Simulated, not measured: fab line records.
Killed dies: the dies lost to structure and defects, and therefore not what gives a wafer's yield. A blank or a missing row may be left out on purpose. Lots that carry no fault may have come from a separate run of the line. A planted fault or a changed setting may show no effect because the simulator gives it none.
Lot-split experiment || flow n5-finfet || route with 1938 steps; 7 lots, 21 wafers read

THE SPLIT
At N5_GATE_CUT_ETCH_37 (etches SOC in N2/H2, target depth 60 nm, overetch 12 nm, time 90 s), the setting bias-w was moved away from the recipe's 150 W on 7 of the 21 wafers read, by -17.5% to +17.1%. This setting was run at the recipe's value on the other wafers.

The reading comes from the split's own step.

THE READING
rf-vpp-V, in V, at N5_GATE_CUT_ETCH_37 (etches SOC in N2/H2, target depth 60 nm, overetch 12 nm, time 90 s). On this fab line, fault-free wafers typically give 524.5 V with a standard deviation of 1.8 V.

{"wafer": "L076.2", "tool, chamber at the split": "rie-diel-02, 2", "bias-w as run, W": 150, "against the recipe": "recipe", "rf-vpp-V, V": 525.8, "against lot-mates on the recipe": "-"}
{"wafer": "L076.4", "tool, chamber at the split": "rie-diel-02, 3", "bias-w as run, W": 150, "against the recipe": "recipe", "rf-vpp-V, V": 525.9, "against lot-mates on the recipe": "-"}
{"wafer": "L076.6", "tool, chamber at the split": "rie-diel-02, 3", "bias-w as run, W": 150, "against the recipe": "recipe", "rf-vpp-V, V": 526.6, "against lot-mates on the recipe": "-"}
{"wafer": "L078.1", "tool, chamber at the split": "rie-diel-02, 0", "bias-w as run, W": 150, "against the recipe": "recipe", "rf-vpp-V, V": 525.6, "against lot-mates on the recipe": "-"}
{"wafer": "L078.2", "tool, chamber at the split": "rie-diel-02, 3", "bias-w as run, W": 123.8, "against the recipe": "-17.5%", "rf-vpp-V, V": 466.0, "against lot-mates on the recipe": -59.8}
{"wafer": "L078.6", "tool, chamber at the split": "rie-diel-02, 2", "bias-w as run, W": 150, "against the recipe": "recipe", "rf-vpp-V, V": 525.9, "against lot-mates on the recipe": "-"}
{"wafer": "L082.3", "tool, chamber at the split": "rie-diel-02, 3", "bias-w as run, W": 175.7, "against the recipe": "+17.1%", "rf-vpp-V, V": 581.7, "against lot-mates on the recipe": "+56.5"}
{"wafer": "L082.4", "tool, chamber at the split": "rie-diel-02, 3", "bias-w as run, W": 150, "against the recipe": "recipe", "rf-vpp-V, V": 526.3, "against lot-mates on the recipe": "-"}
{"wafer": "L082.5", "tool, chamber at the split": "rie-diel-02, 1", "bias-w as run, W": 150, "against the recipe": "recipe", "rf-vpp-V, V": 524.2, "against lot-mates on the recipe": "-"}
{"wafer": "L083.1", "tool, chamber at the split": "rie-diel-04, 0", "bias-w as run, W": 124.7, "against the recipe": "-16.9%", "rf-vpp-V, V": 467.1, "against lot-mates on the recipe": -56.2}
{"wafer": "L083.2", "tool, chamber at the split": "rie-diel-04, 2", "bias-w as run, W": 124.7, "against the recipe": "-16.9%", "rf-vpp-V, V": 463.9, "against lot-mates on the recipe": -59.4}
{"wafer": "L083.5", "tool, chamber at the split": "rie-diel-04, 2", "bias-w as run, W": 150, "against the recipe": "recipe", "rf-vpp-V, V": 523.3, "against lot-mates on the recipe": "-"}
{"wafer": "L089.2", "tool, chamber at the split": "rie-diel-04, 2", "bias-w as run, W": 136.6, "against the recipe": "-8.9%", "rf-vpp-V, V": 492.3, "against lot-mates on the recipe": "no lot-mate on the recipe"}
{"wafer": "L089.3", "tool, chamber at the split": "rie-diel-04, 3", "bias-w as run, W": 136.6, "against the recipe": "-8.9%", "rf-vpp-V, V": 494.7, "against lot-mates on the recipe": "no lot-mate on the recipe"}
{"wafer": "L089.4", "tool, chamber at the split": "rie-diel-04, 1", "bias-w as run, W": 136.6, "against the recipe": "-8.9%", "rf-vpp-V, V": 496.1, "against lot-mates on the recipe": "no lot-mate on the recipe"}
{"wafer": "L092.1", "tool, chamber at the split": "rie-diel-06, 0", "bias-w as run, W": 150, "against the recipe": "recipe", "rf-vpp-V, V": 521.4, "against lot-mates on the recipe": "-"}
{"wafer": "L092.2", "tool, chamber at the split": "rie-diel-06, 3", "bias-w as run, W": 150, "against the recipe": "recipe", "rf-vpp-V, V": 523.3, "against lot-mates on the recipe": "-"}
{"wafer": "L092.4", "tool, chamber at the split": "rie-diel-06, 1", "bias-w as run, W": 150, "against the recipe": "recipe", "rf-vpp-V, V": 526.2, "against lot-mates on the recipe": "-"}
{"wafer": "L096.1", "tool, chamber at the split": "rie-diel-04, 1", "bias-w as run, W": 150, "against the recipe": "recipe", "rf-vpp-V, V": 526.5, "against lot-mates on the recipe": "-"}
{"wafer": "L096.2", "tool, chamber at the split": "rie-diel-04, 2", "bias-w as run, W": 150, "against the recipe": "recipe", "rf-vpp-V, V": 520.8, "against lot-mates on the recipe": "-"}
{"wafer": "L096.3", "tool, chamber at the split": "rie-diel-04, 3", "bias-w as run, W": 150, "against the recipe": "recipe", "rf-vpp-V, V": 525.0, "against lot-mates on the recipe": "-"}

THE FIT
A straight line over all 21 wafers: rf-vpp-V changes by +3.42 V for each +1% of bias-w; r = +1.00; the points scatter about the line by 1.9 V.
The same after taking each lot's own level away (the mean of its wafers on the recipe; 18 wafers): +3.39 V for each +1%; r = +1.00; scatter 1.6 V.
That fit puts the effect of the largest move of bias-w on the reading at 59 V.
Across the lots, their own levels run from 523.30 to 526.10 V, a range of 1.6 times the standard deviation given above.
Consequently the slope shifts little with the lot-to-lot level, the two slopes agreeing.
Check: with one of the wafers moved furthest among these (-17.5%) left out of the fit, the line predicts -59.2 V for it against its lot-mates. Against them it came out at -59.8 V.
Tool readings at the split's step, against how far the setting was moved: rf-vpp-V r = +1.00.

THE WHOLE CHAIN: every reading that the file lists as answering this split, in the file's order
{"step": "N5_GATE_CUT_ETCH_37", "what it does": "etches SOC in N2/H2, target depth 60 nm, overetch 12 nm, time 90 s", "reading": "rf-vpp-V", "change (the file's fit)": "+3.38 V for each +1% of the setting", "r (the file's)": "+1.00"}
{"step": "N5_GATE_CUT_ETCH_37", "what it does": "etches SOC in N2/H2, target depth 60 nm, overetch 12 nm, time 90 s", "reading": "SiARC_of_GATE_CUT_COAT_35.thk-nm (the simulator's own value, which no gauge read)", "change (the file's fit)": "-0.0543 nm for each +1% of the setting", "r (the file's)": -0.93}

THE FILE'S OWN FIT
rf-vpp-V changes by +3.38 V for each +1% of bias-w, r = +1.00.
